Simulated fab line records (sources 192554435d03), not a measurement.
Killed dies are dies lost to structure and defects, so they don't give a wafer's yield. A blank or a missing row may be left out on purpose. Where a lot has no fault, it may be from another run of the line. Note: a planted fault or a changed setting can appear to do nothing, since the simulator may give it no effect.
Lot-split experiment -- flow n5_finfet -- on a route of 1938 steps: 7 lots, 21 wafers read

== SPLIT DETAILS ==
At N5_BEOL_M7_VIA_ETCH_34 (etches SiCOH lowk in C4F6/O2, target depth 125.5 nm, time 50.5 s), the setting time_s was moved away from the recipe's 50.5 s on 7 of the 21 wafers read, by -21.9% to +20.9%. This setting was run at the recipe's value on the other wafers.

Reading taken at the split's own step.

== THE READING ==
SOC_of_BEOL_M7_COAT_63.thk_nm (the simulator's own value, which no gauge read), in nm, at N5_BEOL_M7_VIA_ETCH_34 (etches SiCOH lowk in C4F6/O2, target depth 125.5 nm, time 50.5 s). There is no usual value for it anywhere in the file. Across the 14 wafers here that went through the recipe, the average is 53.8 nm and the standard deviation 0.28 nm.

wafer,"tool, chamber at the split","time_s as run, s",against the recipe,"SOC_of_BEOL_M7_COAT_63.thk_nm, nm",against lot-mates on the recipe
L075.1,"rie_diel-01, 2",50.5,recipe,53.8,-
L075.3,"rie_diel-01, 3",50.5,recipe,53.8,-
L075.4,"rie_diel-01, 0",50.5,recipe,54,-
L079.1,"rie_diel-01, 3",61.07,+20.9%,52,-1.4
L079.3,"rie_diel-01, 1",50.5,recipe,53.4,-
L079.5,"rie_diel-01, 1",50.5,recipe,53.4,-
L081.2,"rie_diel-01, 3",50.5,recipe,53.6,-
L081.4,"rie_diel-01, 2",50.5,recipe,53.4,-
L081.6,"rie_diel-01, 1",46.56,-7.8%,54,+0.5
L083.1,"rie_diel-03, 0",44.28,-12.3%,54.4,+0.8
L083.4,"rie_diel-03, 2",50.5,recipe,53.6,-
L083.5,"rie_diel-03, 3",44.28,-12.3%,54.6,+1.0
L085.1,"rie_diel-03, 0",50.5,recipe,54,-
L085.2,"rie_diel-03, 3",50.5,recipe,54.2,-
L085.6,"rie_diel-03, 3",50.5,recipe,54,-
L087.1,"rie_diel-03, 0",50.5,recipe,54,-
L087.2,"rie_diel-03, 2",58.13,+15.1%,52.6,-1.2
L087.3,"rie_diel-03, 3",50.5,recipe,53.6,-
L097.1,"rie_diel-02, 2",39.44,-21.9%,55.6,+1.4
L097.3,"rie_diel-02, 3",50.5,recipe,54.2,-
L097.5,"rie_diel-02, 2",39.44,-21.9%,55.6,+1.4

FIT RESULTS
A straight line over all 21 wafers: SOC_of_BEOL_M7_COAT_63.thk_nm changes by -0.0782 nm for each +1% of time_s; r = -0.95; the points scatter about the line by 0.27 nm.
The same after taking each lot's own level away (the mean of its wafers on the recipe; 21 wafers): -0.068 nm for each +1%; r = -0.99; scatter 0.11 nm.
That fit puts the effect of the largest move of time_s on the reading at 1.5 nm.
The span of the lots' own levels, 53.40 to 54.20 nm, comes to 2.9 times the standard deviation stated above.
So the lot-to-lot level changes the slope: the two fits differ.
Check: for one of the wafers moved furthest among these (-21.9%), held out of the fit, the line's prediction against its lot-mates is +1.5 nm. It came out at +1.4 nm against them.

== ADDITIONAL SPLITS CARRIED BY THESE WAFERS ==
These wafers also went through other splits before the reading. Each is held against what the fit with the lots' levels taken away leaves over:
other split on the same wafers,wafers away from the commonest value,r with SOC_of_BEOL_M7_COAT_63.thk_nm (lot level and that fit taken away)
N5_BEOL_M7_EXPOSE_25 dose_mj,5,-0.18

== THE WHOLE CHAIN: every reading that the file lists as answering this split, in the file's order ==
step,what it does,reading,change (the file's fit),r (the file's)
N5_BEOL_M7_VIA_ETCH_34,"etches SiCOH lowk in C4F6/O2, target depth 125.5 nm, time 50.5 s","etch.depth_nm (the simulator's own value, which no gauge read)",+1.23 nm for each +1% of the setting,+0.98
N5_BEOL_M7_VIA_ETCH_34,"etches SiCOH lowk in C4F6/O2, target depth 125.5 nm, time 50.5 s","SOC_of_BEOL_M7_COAT_63.thk_nm (the simulator's own value, which no gauge read)",-0.0685 nm for each +1% of the setting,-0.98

== FILE'S OWN FIT ==
SOC_of_BEOL_M7_COAT_63.thk_nm changes by -0.0685 nm for each +1% of time_s, r = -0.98.
